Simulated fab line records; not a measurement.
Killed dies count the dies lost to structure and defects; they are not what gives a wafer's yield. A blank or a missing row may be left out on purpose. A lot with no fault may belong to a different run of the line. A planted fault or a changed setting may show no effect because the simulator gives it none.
Which tool is to blame?	flow n5_finfet	32 wafers from 11 lots sampled at 5 of the route's 1938 steps

WHAT EACH GAUGE READ, for each wafer
N5_BEOL_M4_RC_MEAS_101.
lot	measured	on	DIBL_N (mV/V)
L745	day 8 13:19	prober-02	35.8 36.7 36.7
L747	day 8 18:08	prober-02	37.3 36.1 36.7
L746	day 8 22:41	prober-02	39.3 38.8 36.7
L749	day 9 07:04	prober-01	36.9 34.3 35.0
L750	day 9 13:07	prober-02	36.4 37.5 35.8
L751	day 10 02:21	prober-01	40.5 37.7 36.3
L752	day 10 01:18	prober-02	36.2 35.7 37.7
L761	day 12 09:53	prober-01	37.3 36.8 36.2
L762	day 12 07:57	prober-01	36.9 35.7
L765	day 13 20:19	prober-01	34.2 39.0 36.4
L767	day 13 23:04	prober-02	36.1 38.0 37.1

WHICH TOOL RAN EACH LOT (tool, then ch and the chambers of the sampled wafers, then the start)
lot	N5_BEOL_M2_ANNEAL_95	N5_BEOL_M2_CO_CAP_55	N5_BEOL_M2_DEP_57	N5_BEOL_M3_COAT_67
L745	pvd_sputter-01, day 7 09:24	cvd_co-01 ch 1,2, day 7 10:26	pecvd-03 ch 0,1, day 7 10:35	litho_track-04 ch 0, day 7 14:04
L747	pvd_sputter-03, day 7 13:00	cvd_co-02 ch 0,1,2, day 7 14:01	pecvd-03 ch 0,1,2, day 7 14:08	litho_track-04 ch 0, day 7 15:55
L746	pvd_sputter-02, day 7 14:20	cvd_co-02 ch 0,2, day 7 15:41	pecvd-04 ch 0,2, day 7 15:48	litho_track-04 ch 0, day 7 19:13
L749	pvd_sputter-02, day 8 00:02	cvd_co-02 ch 1,2, day 8 01:02	pecvd-02 ch 0,2, day 8 01:09	litho_track-04 ch 0, day 8 04:12
L750	pvd_sputter-01, day 8 13:45	cvd_co-01 ch 0,1,2, day 8 14:52	pecvd-04 ch 0,1,2, day 8 14:58	litho_track-04 ch 0, day 8 19:04
L751	pvd_sputter-01, day 8 21:31	cvd_co-01 ch 0,1,2, day 8 22:32	pecvd-02 ch 0,1,2, day 8 22:39	litho_track-04 ch 0, day 9 02:14
L752	pvd_sputter-03, day 8 21:32	cvd_co-02 ch 0,1,2, day 8 22:38	pecvd-03 ch 0,1, day 8 22:45	litho_track-04 ch 0, day 9 02:29
L761	pvd_sputter-02, day 11 05:53	cvd_co-01 ch 0,2, day 11 06:53	pecvd-04 ch 0,1,2, day 11 07:00	litho_track-02 ch 0, day 11 09:09
L762	pvd_sputter-02, day 11 08:02	cvd_co-01 ch 0, day 11 09:02	pecvd-03 ch 1,2, day 11 09:10	litho_track-03 ch 0, day 11 11:57
L765	pvd_sputter-01, day 12 15:17	cvd_co-01 ch 0,1,2, day 12 16:17	pecvd-03 ch 1,2, day 12 16:24	litho_track-02 ch 0, day 12 19:51
L767	pvd_sputter-01, day 13 03:22	cvd_co-01 ch 1,2, day 13 04:22	pecvd-03 ch 1,2, day 13 04:29	litho_track-02 ch 0, day 13 05:55
- N5_BEOL_M2_ANNEAL_95: time 240 s.
- N5_BEOL_M2_CO_CAP_55: material Co, precursor CCTBA/H2, target thk 2 nm, time 102.1 s.
- N5_BEOL_M2_DEP_57: deposits SiCN from 3MS/NH3, target thk 8 nm, time 14 s.
- N5_BEOL_M3_COAT_67: time 60 s, resist thk 60 nm.

THE ANSWER, worked out from the rows above alone
Rule: the lots themselves supply what counts as usual. The widest of any qualifying gaps counts: lots, ordered by their means at a reading, are off when they make up no more than a third of the lots, leave a main group of 4 or more, and stand apart from it by 3 or more times the standard deviation of that group's means. A main group is skipped when, at the precision printed for the reading in the tables above, its means are all equal. Also off: a lot with no number at a reading for which 4 or more lots have one. The other lots that the step has rows for count as sound.
No lot is off on any of the readings shown, so nothing can be concluded from this.

WHAT THE SIMULATOR HAD PUT IN
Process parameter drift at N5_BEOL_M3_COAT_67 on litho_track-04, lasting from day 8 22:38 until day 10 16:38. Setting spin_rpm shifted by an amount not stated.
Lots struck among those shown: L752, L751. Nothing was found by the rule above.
